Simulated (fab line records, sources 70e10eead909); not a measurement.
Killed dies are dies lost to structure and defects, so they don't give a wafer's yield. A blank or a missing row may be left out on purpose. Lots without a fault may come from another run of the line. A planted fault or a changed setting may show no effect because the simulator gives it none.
Chamber matching | flow nand_harc | NHARC_A_STAIRCASE_TRIM_20 on rie_diel-09: 4 sister chambers
The step chemistry O2, time 211.2 s. 8 wafers are shown with their chamber, then 9 later ones without.

WAFERS WITH THEIR CHAMBER
wafer  | chamber | showerhead_plenum_p_Torr (Torr) | drypump_motor_current_A (A)
L080.2 | 2       | 3.39                            | 5.5
L082.6 | 0       | 3.76                            | 5.8
L082.1 | 3       | 3.54                            | 4.9
L082.3 | 1       | 3.37                            | 5.5
L082.4 | 2       | 3.39                            | 5.6
L083.2 | 1       | 3.36                            | 5.5
L083.4 | 3       | 3.53                            | 4.9
L083.5 | 0       | 3.76                            | 5.9

WAFERS WITHOUT THEIR CHAMBER
wafer  | showerhead_plenum_p_Torr (Torr) | drypump_motor_current_A (A)
L092.1 | 3.35                            | 5.5
L092.2 | 3.37                            | 5.6
L092.6 | 3.74                            | 5.8
L096.1 | 3.35                            | 5.5
L096.2 | 3.51                            | 4.9
L096.4 | 3.37                            | 5.5
L097.1 | 3.34                            | 5.5
L097.4 | 3.36                            | 5.6
L097.6 | 3.51                            | 4.8

WHICH CHAMBER EACH WENT THROUGH
wafer  | from the rows above     | in truth
L092.1 | 1                       | 1
L092.2 | can't be placed: 1 or 2 | 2
L092.6 | 0                       | 0
L096.1 | 1                       | 1
L096.2 | 3                       | 3
L096.4 | 1                       | 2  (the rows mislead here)
L097.1 | 1                       | 1
L097.4 | 1                       | 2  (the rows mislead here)
L097.6 | 3                       | 3
Placed correctly: 6 of 9. Can't be placed from these rows: 1 (the true chamber is among the candidates in 1). Placed wrongly: 2.
How it was worked out, from the rows above alone: a wafer's distance from a chamber is the root of the sum, over the readings, of the square of ((its reading less the chamber's mean) divided by the reading's scatter). The wafer belongs to the nearest chamber; if the next one is less than 2 further off, it can't be placed. A chamber's mean is the mean of its shown wafers. The scatter: the root of (the sum of the squares of (reading less its chamber's mean) over the shown wafers, divided by (wafers less chambers)).
